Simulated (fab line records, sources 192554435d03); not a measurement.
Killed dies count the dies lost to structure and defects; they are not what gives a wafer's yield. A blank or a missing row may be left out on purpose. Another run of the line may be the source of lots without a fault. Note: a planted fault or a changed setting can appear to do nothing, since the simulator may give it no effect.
fab line records	flow n5-finfet
[record] lots = 7	wafers = 21	last-day = 17
route steps=1938 shown ZERO_LAYER@4 BEOL_M4@1111 PASSIVATION@1936
lots that met no fault: from a run of the same line without faults
start-h: hours from the record's opening day to when the first of the lot's shown wafers began	wait-h: time in hours since the lot's previous step	" same as the row above	L1.1+2: a single row standing in for several wafers	- no value present, or no start provided	* or withheld: withheld	< > ~ a bound
route shown NAME@n: NAME is a module with steps in the file, n the number in the route of the first one	usual: average and standard deviation across the fault-free wafers	same: alike in all rows	chamber/n: place in a boat	sites: each site's reading	_std_site: their standard deviation	_edge_site: mean of outer sites minus mean of inner sites	radius-mm: how far each site lies from the wafer's centre	mask NAME#n: copy n	behind: tool/chamber where the wafer was last shaped	hold: the reason the lot was held/the length of the hold in hours/how it ended	device: whichever transistor did not switch (one of n, p or np)	end of line: at the end of the route, the tests of the same wafers	for a step that has no rows: nothing shown but its recipe	killed: dies that structure and defects cost at the first sort, which is not the same as the wafer's yield	map: a wafer's dies, x killed, . not, _ none there
set.NAME: the setting the step ran with; set.NAME@STEP: the setting that earlier step ran with	model.NAME: the simulator's own value behind a step, which no gauge read
certain route steps with their lots: each step a table, each wafer a row
services: a tool's chamber out of use, with start hour (start-h, from the record's first day; less than 0 if before it), hours out, and reason
[[steps]]
[step N5_ZERO_LAYER_PECVD_02]
[recipe] material = SiO2	target-thk-a = 100	temp-c = 400	precursor = SiH4/N2O	pressure-torr = 0.75	rf-w = 275	time-s = 6
[usual] heater-power-w = 799/120	showerhead-plenum-p-Torr = 8.20/0.088
[same] time-s = 6
lot.wafer	tool	chamber	start-h	wait-h	heater-power-w	showerhead-plenum-p-Torr
L271.1	pecvd-03	2	12.28	0.0	946	8.36
L271.2	"	1	"	"	736	8.19
L271.3	"	0	"	"	630	8.29
L273.1	pecvd-04	1	24.28	0.0	780	8.20
L273.4	"	0	"	"	701	8.08
L273.6	"	2	"	"	617	8.06
L274.3	pecvd-04	1	30.28	0.0	802	8.20
L274.4	"	0	"	"	745	8.07
L274.6	"	1	"	"	800	8.20
L275.1	pecvd-03	1	36.28	0.0	622	8.18
L275.3	"	0	"	"	648	8.29
L275.4	"	2	"	"	984	8.35
L276.1	pecvd-03	2	42.28	0.0	1026	8.36
L276.2	"	0	"	"	599	8.28
L276.6	"	0	"	"	590	8.29
L286.1	pecvd-04	1	102.31	0.0	740	8.22
L286.4	"	0	"	"	820	8.06
L286.6	"	1	"	"	747	8.21
L290.1	pecvd-02	2	126.28	0.0	773	8.17
L290.5	"	0	"	"	821	8.18
L290.6	"	1	"	"	925	8.18
[step N5_ZERO_LAYER_HMDS_04]
[recipe] time-s = 60	temp-c = 120
[step N5_ZERO_LAYER_COAT_05]
[recipe] spin-rpm = 1500	resist-thk-nm = 1000
[step N5_ZERO_LAYER_EBR_07]
[recipe] solvent = PGMEA	ebr-width-mm = 1.5
[step N5_ZERO_LAYER_SOFTBAKE_06]
[recipe] temp-c = 100	time-s = 90
[step N5_ZERO_LAYER_EXPOSE_08]
[recipe] mask-id = ZERO	na = 0.55	source-shape = conventional	sigma-outer = 0.8	polarization = unpolarized	defocus-nm = 0	target-cd-nm = 2000	dose-mj = 16.2
[step N5_ZERO_LAYER_PEB_09]
[recipe] peb-temp-c = withheld	peb-time-s = *
[step N5_ZERO_LAYER_DEVELOP_10]
[recipe] develop-time-s = 60	rinse-liquid = diw	dry = air-spin	dev-temp-c = 21
[step N5_ZERO_LAYER_HARDBAKE_23]
[recipe] temp-c = 130	time-s = 120
[step N5_ZERO_LAYER_CD_MEAS_11]
[recipe] target-cd-nm = 2000	landing-energy-ev = 500	detector = se-inlens
[usual] cd-nm = 1998.8/1.9
lot.wafer	tool	chamber	start-h	wait-h	cd-nm
L271.1	cd-sem-01	0	12.64	-	1998.3
L271.2	"	0	"	"	1997.9
L271.3	"	0	"	"	1998.0
L273.1	cd-sem-03	0	24.64	-	2000.7
L273.4	"	0	"	"	1998.9
L273.6	"	0	"	"	1999.2
L274.3	cd-sem-01	0	30.77	-	1998.8
L274.4	"	0	"	"	1995.2
L274.6	"	0	"	"	2000.1
L275.1	cd-sem-03	0	36.77	-	1999.9
L275.3	"	0	"	"	2003.2
L275.4	"	0	"	"	1999.6
L276.1	cd-sem-01	0	42.77	-	1998.3
L276.2	"	0	"	"	1997.7
L276.6	"	0	"	"	1995.3
L286.1	cd-sem-02	0	102.67	-	1999.1
L286.4	"	0	"	"	1999.0
L286.6	"	0	"	"	2001.4
L290.1	cd-sem-03	0	126.77	-	1999.7
L290.5	"	0	"	"	2001.4
L290.6	"	0	"	"	2000.3
[step N5_ZERO_LAYER_DESCUM_16]
[recipe] chemistry = O2	time-s = 7.9	source-power-w = 50	bias-power-w = 20	pressure-mtorr = 20	rf-frequency-hz = 2.712e+07	temp-c = 40	o2-flow-sccm = 225
[usual] drypump-motor-current-A = 5.6/0.32	oes-product-au = 0.75/0.073	rf-vpp-V = 243.4/1.2	showerhead-plenum-p-Torr = 2.11/0.057	throttle-valve-pct = 20.44/0.2
[same] time-s = 7.9
lot.wafer	tool	chamber	start-h	wait-h	drypump-motor-current-A	oes-product-au	rf-hours-counter-h	rf-vpp-V	showerhead-plenum-p-Torr	throttle-valve-pct
L271.1	rie-diel-01	1	12.76	0.1	5.5	0.77	126	243.6	2.11	20.32
L271.2	"	2	"	"	5.4	0.72	192	243.0	2.08	20.85
L271.3	"	0	"	"	5.3	0.89	18	244.2	2.13	20.27
L273.1	rie-diel-05	1	24.68	0.0	5.2	0.80	94	243.8	2.12	20.16
L273.4	"	1	"	"	5.2	0.80	-	243.2	2.12	20.16
L273.6	"	1	"	"	5.2	0.80	-	243.1	2.12	20.16
L274.3	rie-diel-05	3	30.80	0.0	5.6	0.72	168	244.0	2.10	20.48
L274.4	"	3	"	"	5.6	0.71	-	241.1	2.10	20.48
L274.6	"	0	"	"	5.4	0.67	-	240.9	1.98	20.75
L275.1	rie-diel-05	3	36.80	0.0	5.6	0.71	170	243.5	2.10	20.49
L275.3	"	0	"	"	5.4	0.67	241	241.9	1.98	20.75
L275.4	"	1	"	"	5.2	0.79	-	244.4	2.12	20.17
L276.1	rie-diel-01	1	42.94	0.2	5.5	0.76	136	243.2	2.10	20.34
L276.2	"	0	"	"	5.3	0.87	27	244.0	2.13	20.30
L276.6	"	1	"	"	5.5	0.77	-	243.5	2.10	20.33
L286.1	rie-diel-04	0	102.71	0.0	5.6	0.71	223	244.4	2.16	20.52
L286.4	"	1	"	"	6.3	0.71	202	245.1	2.16	20.57
L286.6	"	1	"	"	6.3	0.71	-	245.2	2.16	20.58
L290.1	rie-diel-05	0	126.81	0.0	5.4	0.94	7	245.8	2.24	20.38
L290.5	"	1	"	"	5.2	0.76	-	243.5	2.11	20.21
L290.6	"	2	"	"	5.8	0.73	-	241.3	2.08	20.45
[step N5_ZERO_LAYER_ETCH_17]
[recipe] chemistry = CF4	target = SiO2	target-depth-a = 120	time-s = 13.3	ion-energy-ev = 350	pressure-mtorr = 40	source-w = 450	bias-w = 215	Ar_flow_sccm = 100	cf4-flow-sccm = 100
[usual] bias-w = 215.1/0.59	cf4-flow-sccm = 100.00/0.29	drypump-motor-current-A = 5.6/0.32	oes-product-au = 0.75/0.076	rf-vpp-V = 950/3.6	showerhead-plenum-p-Torr = 2.16/0.06	throttle-valve-pct = 15.67/0.24
[same] time-s = 13.3
lot.wafer	tool	chamber	start-h	wait-h	bias-w	cf4-flow-sccm	drypump-motor-current-A	oes-product-au	rf-hours-counter-h	rf-vpp-V	showerhead-plenum-p-Torr	throttle-valve-pct
L271.1	rie-diel-01	1	12.80	0.0	215.6	100.06	5.6	0.79	126	951	2.15	15.56
L271.2	"	2	"	"	214.8	99.84	5.4	0.73	192	947	2.13	16.04
L271.3	"	0	"	"	215.4	100.08	5.3	0.91	18	952	2.19	15.46
L273.1	rie-diel-05	1	24.73	0.0	215.1	100.59	5.2	0.80	94	949	2.16	15.31
L273.4	"	1	"	"	215.2	100.15	5.2	0.81	-	949	2.16	15.30
L273.6	"	1	"	"	215.6	100.18	5.2	0.81	-	951	2.16	15.32
L274.3	rie-diel-05	3	30.84	0.0	215.1	100.00	5.6	0.70	168	948	2.14	15.72
L274.4	"	3	"	"	214.7	99.67	5.6	0.70	-	949	2.14	15.70
L274.6	"	0	"	"	214.9	100.07	5.4	0.69	-	942	2.04	15.98
L275.1	rie-diel-05	3	36.84	0.0	214.7	99.52	5.6	0.71	170	948	2.14	15.71
L275.3	"	0	"	"	215.2	100.07	5.4	0.68	241	942	2.04	15.98
L275.4	"	1	"	"	215.3	100.09	5.2	0.81	-	950	2.16	15.33
L276.1	rie-diel-01	1	42.98	0.0	215.5	100.23	5.5	0.78	136	949	2.15	15.57
L276.2	"	0	"	"	214.7	100.53	5.3	0.89	27	952	2.18	15.51
L276.6	"	1	"	"	215.5	100.21	5.5	0.78	-	950	2.15	15.58
L286.1	rie-diel-04	0	102.74	0.0	215.6	100.44	5.6	0.71	223	953	2.21	15.80
L286.4	"	1	"	"	214.9	100.41	6.3	0.71	202	953	2.21	15.86
L286.6	"	1	"	"	214.7	100.32	6.3	0.72	-	953	2.21	15.87
L290.1	rie-diel-05	0	126.84	0.0	215.8	99.74	5.4	0.95	7	956	2.29	15.53
L290.5	"	1	"	"	216.3	100.26	5.2	0.77	-	948	2.15	15.39
L290.6	"	2	"	"	215.1	100.25	5.8	0.72	-	948	2.13	15.67
[step N5_ZERO_LAYER_ETCH_18]
[recipe] chemistry = HBr/Cl2	target = Si	target-depth-a = 1200	time-s = 40	pressure-mtorr = 10	icp-w = 800	bias-w = 75	HBr_flow_sccm = 150	Cl2_flow_sccm = 80
[usual] HBr_flow_sccm = 150.0/0.45	bias-w = 75.00/0.22	drypump-motor-current-A = 5.6/0.34	oes-product-au = 0.999/0.015	throttle-valve-pct = 36.35/0.29	time-s = 40/0
lot.wafer	tool	chamber	start-h	wait-h	HBr_flow_sccm	bias-w	drypump-motor-current-A	oes-product-au	rf-hours-counter-h	throttle-valve-pct	time-s	model.coat_of_ZERO_LAYER_COAT_05.thk-nm
L271.1	rie-si-06	2	12.87	0.0	149.7	75.06	5.7	0.999	54	35.87	40	931.6
L271.2	"	0	"	"	149.1	75.04	5.5	0.990	59	36.02	40	931
L271.3	"	1	"	"	149.5	75.01	5.5	1.010	186	36.31	40	934.6
L273.1	rie-si-04	3	24.83	0.1	-	-	-	-	-	-	-	972
L273.4	"	2	"	"	-	-	-	-	-	-	-	970
L273.6	"	2	"	"	-	-	-	-	-	-	-	972.2
L274.3	rie-si-02	3	30.91	0.0	-	-	-	-	-	-	-	971.2
L274.4	"	0	"	"	-	-	-	-	-	-	-	970.1
L274.6	"	2	"	"	-	-	-	-	-	-	-	970.6
L275.1	rie-si-06	2	36.91	0.0	-	-	-	-	-	-	-	975.2
L275.3	"	0	"	"	-	-	-	-	-	-	-	971.5
L275.4	"	3	"	"	-	-	-	-	-	-	-	972.2
L276.1	rie-si-04	2	43.05	0.0	149.4	74.64	6.2	1.006	42	36.59	40	931.3
L276.2	"	0	"	"	150.4	75.13	6.1	0.996	162	36.96	40	934.2
L276.6	"	3	"	"	149.3	75.14	5.6	1.009	-	36.15	40	931.3
L286.1	rie-si-02	2	102.81	0.0	149.9	75.37	5.9	0.975	77	36.71	40	927.3
L286.4	"	0	"	"	149.3	74.74	5.7	1.029	115	36.35	40	932.6
L286.6	"	2	"	"	149.9	75.28	5.8	0.980	-	36.72	40	928.6
L290.1	rie-si-06	0	126.91	0.0	149.8	75.20	5.5	0.993	61	36.01	40	930.9
L290.5	"	1	"	"	149.9	75.24	5.5	0.999	-	36.30	40	931.7
L290.6	"	0	"	"	149.7	75.27	5.5	0.992	-	36.03	40	929.4
[step N5_ZERO_LAYER_STRIP_24]
[recipe] chemistry = O2	power-w = 1000	temp-c = 250	overash-fraction = 0.3	pressure-mtorr = 1000	o2-flow-sccm = 6750
[usual] drypump-motor-current-A = 5.6/0.36	heater-power-w = 313/12	oes-product-au = 0.647/0.0045	strip-time-to-endpoint-s = 43.85/0.076
lot.wafer	tool	chamber	start-h	wait-h	drypump-motor-current-A	heater-power-w	oes-product-au	rf-hours-counter-h	strip-time-to-endpoint-s
L271.1	plasma-asher-02	0	12.97	0.1	5.8	320	0.647	78	43.88
L271.2	"	1	"	"	5.1	318	0.642	78	43.87
L271.3	"	1	"	"	5.1	308	0.641	-	43.98
L273.1	plasma-asher-01	0	24.94	0.1	6.1	317	0.651	26	45.01
L273.4	"	0	"	"	6.1	326	0.656	-	44.95
L273.6	"	1	"	"	5.4	291	0.638	-	45.03
L274.3	plasma-asher-01	1	31.04	0.1	5.4	293	0.650	-	44.99
L274.4	"	0	"	"	6.0	315	0.653	-	44.96
L274.6	"	1	"	"	5.4	295	0.647	-	44.98
L275.1	plasma-asher-01	0	37.02	0.1	6.1	316	0.650	28	45.12
L275.3	"	1	"	"	5.4	293	0.655	-	45.01
L275.4	"	0	"	"	6.0	332	0.647	-	45.02
L276.1	plasma-asher-02	0	43.16	0.1	5.8	312	0.653	83	43.86
L276.2	"	1	"	"	5.1	310	0.651	83	43.96
L276.6	"	1	"	"	5.1	310	0.643	-	43.85
L286.1	plasma-asher-02	0	102.92	0.1	5.8	322	0.649	92	43.74
L286.4	"	1	"	"	5.1	318	0.649	-	43.91
L286.6	"	0	"	"	5.8	325	0.647	-	43.80
L290.1	plasma-asher-01	1	127.02	0.1	5.4	289	0.641	46	43.88
L290.5	"	1	"	"	5.4	285	0.651	-	43.87
L290.6	"	0	"	"	6.0	312	0.646	-	43.81
[step N5_ZERO_LAYER_STRIP_19]
[recipe] chemistry = SPM	time-s = 900	temp-c = 130	h2so4-h2o2-vol-ratio = 4	dry = ipa-marangoni
[step N5_BEOL_M4_RC_MEAS_101]
[usual] DIBL_N = 36.0/1.9	DIBL_P = 36.0/2.1	IOFF_N = 0.155/0.029	IOFF_P = 0.20/0.032	ION_N = 672/11	ION_P = 461/6.9	SS_N = 71.5/0.58	SS_P = 73.2/0.64	VT_N = 250.4/2.9	VT_P = -251.0/2.8
lot.wafer	tool	chamber	start-h	wait-h	DIBL_N[mV/V]	DIBL_P[mV/V]	IOFF_N[nA/um]	IOFF_P[nA/um]	ION_N[uA/um]	ION_P[uA/um]	SS_N[mV/dec]	SS_P[mV/dec]	VT_N[mV]	VT_P[mV]
L271.1	prober-02	0	179.89	0.0	35.1	34.2	0.126	0.16	654	438	71.7	72.7	255.4	-258.2
L271.2	"	0	"	"	34.4	34.5	0.125	0.15	663	452	70.8	72.5	252.5	-258.4
L271.3	"	0	"	"	34.0	34.4	0.124	0.16	672	456	71.2	72.5	251.0	-254.6
L276.1	prober-02	0	214.31	0.0	40.1	40.3	0.224	0.27	675	464	72.9	74.0	247.6	-248.9
L276.2	"	0	"	"	38.9	38.8	0.185	0.25	682	472	71.4	73.7	250.4	-247.6
L276.6	"	0	"	"	39.9	39.2	0.214	0.26	674	461	71.1	73.9	247.6	-245.5
L286.1	prober-01	0	263.93	0.0	34.9	36.2	0.129	0.19	647	449	72.0	73.1	252.0	-251.1
L286.4	"	0	"	"	34.9	36.2	0.134	0.18	656	451	71.2	72.7	250.8	-251.4
L286.6	"	0	"	"	37.1	39.3	0.184	0.23	692	469	72.2	73.7	248.3	-250.2
L290.1	prober-02	0	288.05	0.0	35.9	37.5	0.160	0.22	675	470	72.3	73.6	250.3	-247.6
L290.5	"	0	"	"	32.6	33.5	0.113	0.17	661	468	70.2	72.8	253.6	-252.7
L290.6	"	0	"	"	33.1	33.1	0.117	0.17	650	450	71.0	72.5	253.9	-252.3
[step N5_PASSIVATION_PROBE_49]
[usual] defect-limited-yield = 91.0/1.5	killed_at_M0_to_M3 = 33/9.4	killed_at_M4_up = 14/4.8	killed-at-contacts = 13/7.3	killed-at-front-end = 43/13	killed-at-other = 3.6/2.9	killed-dies = 106/18	killed-on-rim = 14/4.2	killed-open = 69/13	killed-short = 35/8.2	sort_bin_5_function = 5.3/1	sort_bin_6_memory = 3.3/0.68	sort_bin_8_speed = 0.01/0.027	sort-n-pass = 1074/18	sort-yield-pct = 91.0/1.5
[same] gross-dies = 1180	killed-at-back-side = 0	sort_bin_4_leakage[%] = 0
lot.wafer	tool	chamber	start-h	wait-h	defect-limited-yield[%]	killed_at_M0_to_M3	killed_at_M4_up	killed-at-contacts	killed-at-front-end	killed-at-other	killed-dies	killed-on-rim	killed-open	killed-short	sort_bin_5_function[%]	sort_bin_6_memory[%]	sort_bin_8_speed[%]	sort-n-pass	sort-yield-pct[%]
L274.3	prober-01	-	289.53	0.1	0	37	15	6	1116	6	1180	152	64	37	96.6	3.1	0	0	0
L274.4	prober-01	-	289.58	0.2	0	39	13	13	1112	3	1180	152	80	37	96.3	3.6	0	0	0
L274.6	prober-01	-	289.68	0.3	0	30	11	9	1123	7	1180	152	59	27	97.4	2.4	0	0	0
L273.1	prober-02	-	290.21	0.0	0	41	17	4	1117	1	1180	152	81	37	96.4	3.3	0	0	0
L273.4	prober-02	-	290.36	0.2	0	41	7	24	1108	0	1180	152	76	37	95.8	4.2	0	0	0
L273.6	prober-02	-	290.46	0.3	0	38	15	17	1108	2	1180	152	68	36	96.2	3.5	0	0	0
L275.1	prober-02	-	322.74	0.0	0	32	21	11	1116	0	1180	152	77	28	96.5	3.1	0	0	0
L275.3	prober-02	-	322.84	0.1	0	29	13	12	1124	2	1180	152	71	24	96.6	3.2	0	0	0
L275.4	prober-02	-	322.89	0.2	0	22	9	16	1129	4	1180	152	66	31	96.0	3.5	0	0	0
L290.1	prober-01	-	400.35	0.0	90.6	29	22	23	31	6	111	8	72	36	5.7	3.2	0	1069	90.6
L290.5	prober-01	-	400.55	0.2	88.1	41	22	23	44	10	140	26	100	33	7.2	4.0	0	1040	88.1
L290.6	prober-01	-	400.60	0.3	89.8	29	9	32	48	2	120	16	80	37	5.7	3.9	0.17	1058	89.7
// killed by level:class
L274.3 ZERO_LAYER:area-etch=1077 GATE_CUT:geometric-particle:open=10 BEOL_M0_SAQP:geometric-particle:short=8 BEOL_M1:geometric-particle:open=8 BEOL_M4:geometric-particle:open=8 BEOL_M2:geometric-particle:open=7 STI_FIN_REVEAL:geometric-particle:open=6 MOL_CONTACT_COAG:geometric-particle:open=6
L274.4 ZERO_LAYER:area-etch=1063 STI_FIN_REVEAL:geometric-particle:open=12 MOL_CONTACT_COAG:geometric-particle:open=11 BEOL_M3:geometric-particle:open=9 BEOL_M0_SAQP:geometric-particle:short=8 FIN_SAQP:geometric-particle:open=7 GATE_CUT:geometric-particle:short=7 GATE_CUT:geometric-particle:open=6
L274.6 ZERO_LAYER:area-etch=1094 STI_FIN_REVEAL:geometric-particle:open=9 BEOL_M2:geometric-particle:open=9 MOL_CONTACT_COAG:geometric-particle:open=8 DUMMY_GATE:geometric-particle:open=6 BEOL_M0_SAQP:geometric-particle:short=4 BEOL_M1:geometric-particle:open=4 BEOL_M4:geometric-particle:open=4
L273.1 ZERO_LAYER:area-etch=1062 BEOL_M2:geometric-particle:open=11 GATE_CUT:geometric-particle:open=9 BEOL_M0_SAQP:geometric-particle:short=9 BEOL_M1:geometric-particle:open=9 BEOL_M5:geometric-particle:open=9 FIN_SAQP:geometric-particle:short=8 STI_FIN_REVEAL:geometric-particle:open=8
L273.4 ZERO_LAYER:area-etch=1067 MOL_CONTACT_COAG:geometric-particle:open=22 STI_FIN_REVEAL:geometric-particle:open=11 BEOL_M2:geometric-particle:open=11 GATE_CUT:geometric-particle:short=9 DUMMY_GATE:geometric-particle:open=6 BEOL_M1:geometric-particle:short=6 BEOL_M2:geometric-particle:short=6
L273.6 ZERO_LAYER:area-etch=1076 MOL_CONTACT_COAG:geometric-particle:open=11 BEOL_M2:geometric-particle:open=9 GATE_CUT:geometric-particle:short=8 BEOL_M0_SAQP:geometric-particle:open=8 FIN_SAQP:geometric-particle:open=7 MOL_CONTACT_COAG:geometric-particle:short=6 GATE_CUT:geometric-particle:open=5
L275.1 ZERO_LAYER:area-etch=1072 BEOL_M3:geometric-particle:open=14 MOL_CONTACT_COAG:geometric-particle:open=9 BEOL_M4:geometric-particle:open=9 FIN_SAQP:geometric-particle:short=8 FIN_SAQP:geometric-particle:open=8 DUMMY_GATE:geometric-particle:open=8 BEOL_M5:geometric-particle:open=7
L275.3 ZERO_LAYER:area-etch=1084 MOL_CONTACT_COAG:geometric-particle:open=11 FIN_SAQP:geometric-particle:open=10 FIN_SAQP:geometric-particle:short=9 STI_FIN_REVEAL:geometric-particle:open=8 BEOL_M0_SAQP:geometric-particle:open=8 BEOL_M3:geometric-particle:open=7 BEOL_M4:geometric-particle:open=6
L275.4 ZERO_LAYER:area-etch=1081 MOL_CONTACT_COAG:geometric-particle:open=11 FIN_SAQP:geometric-particle:short=9 STI_FIN_REVEAL:geometric-particle:open=9 FIN_SAQP:geometric-particle:open=7 BEOL_M4:geometric-particle:open=7 BEOL_M0_SAQP:geometric-particle:open=6 MOL_CONTACT_COAG:geometric-particle:short=5
L290.1 MOL_CONTACT_COAG:geometric-particle:open=16 BEOL_M4:geometric-particle:short=8 MOL_CONTACT_COAG:geometric-particle:short=7 BEOL_M1:geometric-particle:open=7 STI_FIN_REVEAL:geometric-particle:open=6 BEOL_M2:geometric-particle:open=6 BEOL_M4:geometric-particle:open=6 BEOL_M0_SAQP:geometric-particle:open=5
L290.5 MOL_CONTACT_COAG:geometric-particle:open=19 BEOL_M2:geometric-particle:open=13 BEOL_M3:geometric-particle:open=9 BEOL_M0_SAQP:geometric-particle:open=8 STI_FIN_REVEAL:geometric-particle:open=7 BEOL_M4:geometric-particle:open=7 FIN_SAQP:geometric-particle:open=6 DUMMY_GATE:geometric-particle:open=6
L290.6 MOL_CONTACT_COAG:geometric-particle:open=19 STI_FIN_REVEAL:geometric-particle:open=14 BEOL_M2:geometric-particle:open=13 MOL_CONTACT_COAG:geometric-particle:short=13 FIN_SAQP:geometric-particle:open=11 FIN_SAQP:geometric-particle:short=5 STARTING-WAFER:geometric-particle:short=4 BEOL_M0_SAQP:geometric-particle:short=4
// map L273.1 (x killed, . not)
_________________xxxxxxxxxxxx________________
______________xxxxxxxxxxxxxxxxxx_____________
___________xxxxxxxxxxxxxxxxxxxxxxxx__________
__________xxxxxxxxxxxxxxxxxxxxxxxxxx_________
________xxxxxxxxxxxxxxxxxxxxxxxxxxxxxx_______
_______xxxxxxxxxxxxxxxxxxxxxxxxxxxxxxxx______
______xxxxxxxxxxxxxxxxxxxxxxxxxxxxxxxxxx_____
_____xxxxxxxxxxxxxxxxxxxxxxxxxxxxxxxxxxxx____
____xxxxxxxxxxxxxxxxxxxxxxxxxxxxxxxxxxxxxx___
___xxxxxxxxxxxxxxxxxxxxxxxxxxxxxxxxxxxxxxxx__
___xxxxxxxxxxxxxxxxxxxxxxxxxxxxxxxxxxxxxxxx__
__xxxxxxxxxxxxxxxxxxxxxxxxxxxxxxxxxxxxxxxxxx_
__xxxxxxxxxxxxxxxxxxxxxxxxxxxxxxxxxxxxxxxxxx_
_xxxxxxxxxxxxxxxxxxxxxxxxxxxxxxxxxxxxxxxxxxxx
_xxxxxxxxxxxxxxxxxxxxxxxxxxxxxxxxxxxxxxxxxxxx
_xxxxxxxxxxxxxxxxxxxxxxxxxxxxxxxxxxxxxxxxxxxx
_xxxxxxxxxxxxxxxxxxxxxxxxxxxxxxxxxxxxxxxxxxxx
_xxxxxxxxxxxxxxxxxxxxxxxxxxxxxxxxxxxxxxxxxxxx
_xxxxxxxxxxxxxxxxxxxxxxxxxxxxxxxxxxxxxxxxxxxx
_xxxxxxxxxxxxxxxxxxxxxxxxxxxxxxxxxxxxxxxxxxxx
_xxxxxxxxxxxxxxxxxxxxxxxxxxxxxxxxxxxxxxxxxxxx
__xxxxxxxxxxxxxxxxxxxxxxxxxxxxxxxxxxxxxxxxxx_
__xxxxxxxxxxxxxxxxxxxxxxxxxxxxxxxxxxxxxxxxxx_
___xxxxxxxxxxxxxxxxxxxxxxxxxxxxxxxxxxxxxxxx__
___xxxxxxxxxxxxxxxxxxxxxxxxxxxxxxxxxxxxxxxx__
____xxxxxxxxxxxxxxxxxxxxxxxxxxxxxxxxxxxxxx___
_____xxxxxxxxxxxxxxxxxxxxxxxxxxxxxxxxxxxx____
______xxxxxxxxxxxxxxxxxxxxxxxxxxxxxxxxxx_____
_______xxxxxxxxxxxxxxxxxxxxxxxxxxxxxxxx______
________xxxxxxxxxxxxxxxxxxxxxxxxxxxxxx_______
__________xxxxxxxxxxxxxxxxxxxxxxxxxx_________
___________xxxxxxxxxxxxxxxxxxxxxxxx__________
______________xxxxxxxxxxxxxxxxxx_____________
_________________xxxxxxxxxxxx________________
// map L274.3 (x killed, . not)
_________________xxxxxxxxxxxx________________
______________xxxxxxxxxxxxxxxxxx_____________
___________xxxxxxxxxxxxxxxxxxxxxxxx__________
__________xxxxxxxxxxxxxxxxxxxxxxxxxx_________
________xxxxxxxxxxxxxxxxxxxxxxxxxxxxxx_______
_______xxxxxxxxxxxxxxxxxxxxxxxxxxxxxxxx______
______xxxxxxxxxxxxxxxxxxxxxxxxxxxxxxxxxx_____
_____xxxxxxxxxxxxxxxxxxxxxxxxxxxxxxxxxxxx____
____xxxxxxxxxxxxxxxxxxxxxxxxxxxxxxxxxxxxxx___
___xxxxxxxxxxxxxxxxxxxxxxxxxxxxxxxxxxxxxxxx__
___xxxxxxxxxxxxxxxxxxxxxxxxxxxxxxxxxxxxxxxx__
__xxxxxxxxxxxxxxxxxxxxxxxxxxxxxxxxxxxxxxxxxx_
__xxxxxxxxxxxxxxxxxxxxxxxxxxxxxxxxxxxxxxxxxx_
_xxxxxxxxxxxxxxxxxxxxxxxxxxxxxxxxxxxxxxxxxxxx
_xxxxxxxxxxxxxxxxxxxxxxxxxxxxxxxxxxxxxxxxxxxx
_xxxxxxxxxxxxxxxxxxxxxxxxxxxxxxxxxxxxxxxxxxxx
_xxxxxxxxxxxxxxxxxxxxxxxxxxxxxxxxxxxxxxxxxxxx
_xxxxxxxxxxxxxxxxxxxxxxxxxxxxxxxxxxxxxxxxxxxx
_xxxxxxxxxxxxxxxxxxxxxxxxxxxxxxxxxxxxxxxxxxxx
_xxxxxxxxxxxxxxxxxxxxxxxxxxxxxxxxxxxxxxxxxxxx
_xxxxxxxxxxxxxxxxxxxxxxxxxxxxxxxxxxxxxxxxxxxx
__xxxxxxxxxxxxxxxxxxxxxxxxxxxxxxxxxxxxxxxxxx_
__xxxxxxxxxxxxxxxxxxxxxxxxxxxxxxxxxxxxxxxxxx_
___xxxxxxxxxxxxxxxxxxxxxxxxxxxxxxxxxxxxxxxx__
___xxxxxxxxxxxxxxxxxxxxxxxxxxxxxxxxxxxxxxxx__
____xxxxxxxxxxxxxxxxxxxxxxxxxxxxxxxxxxxxxx___
_____xxxxxxxxxxxxxxxxxxxxxxxxxxxxxxxxxxxx____
______xxxxxxxxxxxxxxxxxxxxxxxxxxxxxxxxxx_____
_______xxxxxxxxxxxxxxxxxxxxxxxxxxxxxxxx______
________xxxxxxxxxxxxxxxxxxxxxxxxxxxxxx_______
__________xxxxxxxxxxxxxxxxxxxxxxxxxx_________
___________xxxxxxxxxxxxxxxxxxxxxxxx__________
______________xxxxxxxxxxxxxxxxxx_____________
_________________xxxxxxxxxxxx________________
[[services]]
tool	chamber	start-h	hours	kind
pecvd-02	-	-5.59	5.5	pm
pecvd-03	0	-1.29	2.1	scheduled-down
rie-diel-05	0	20.63	4.3	repair
pecvd-02	-	22.22	6.0	pm
rie-si-06	2	23.22	7.5	repair
rie-diel-05	2	23.39	13.6	repair
pecvd-03	2	24.85	7.1	repair
rie-diel-04	-	30.72	3.5	repair
plasma-asher-01	-	45.00	6.5	repair
plasma-asher-02	-	51.27	15.0	repair
pecvd-04	-	53.76	0.7	repair
rie-diel-05	0	75.31	-	clean
rie-diel-05	0	75.31	-	consumable-replace:focus-ring
rie-diel-05	0	75.31	-	consumable-replace:showerhead
rie-diel-05	0	75.31	33.0	scheduled-down
rie-diel-05	0	75.31	33.0	vent-cycle
rie-diel-01	0	83.15	5.0	repair
rie-si-04	-	89.53	2.8	pm
rie-si-02	2	95.63	3.7	repair
rie-diel-01	0	97.10	6.9	repair
pecvd-02	-	104.29	2.8	pm
rie-si-04	-	105.97	0.4	repair
plasma-asher-02	-	109.26	2.8	pm
plasma-asher-01	-	115.45	10.4	repair
[[key]]
[first-sign] step = N5_ZERO_LAYER_ETCH_18	reading = tool-record	direction = missing
[effect] step = N5_ZERO_LAYER_STRIP_24	reading = strip-time-to-endpoint-s	direction = up	sigmas = 15	usual = *	struck = *
[effect] step = N5_PASSIVATION_PROBE_49	reading = sort_bin_5_function	direction = up	sigmas = 90	usual = 5.3	struck = 96.4
[model-effect] step = N5_ZERO_LAYER_ETCH_18	value = coat_of_ZERO_LAYER_COAT_05.thk-nm	without = 931.7	struck = 971.7
[more-kills-born-at] N5_ZERO_LAYER_ETCH_18@rie-si-06 = 3237	N5_ZERO_LAYER_ETCH_18@rie-si-02 = 3234	N5_ZERO_LAYER_ETCH_18@rie-si-04 = 3205
met-at N5_ZERO_LAYER_ETCH_18
struck-wafers L273.1,L273.4,L273.6,L274.3,L274.4,L274.6,L275.1,L275.3,L275.4
later-rows-left-out L273.1,L273.4,L273.6,L274.3,L274.4,L274.6,L275.1,L275.3,L275.4
onset-between 12.87 24.83
[fault] kind = skipped-step-whole	tool = rie-si-02,rie-si-04,rie-si-06	chamber = -	onset-h = 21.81	steps = N5_ZERO_LAYER_ETCH_18	scope = struck-lots-only
// later-rows-left-out: the simulator's readings of these wafers behind a module that went badly wrong aren't trusted and aren't shown, but for the sort
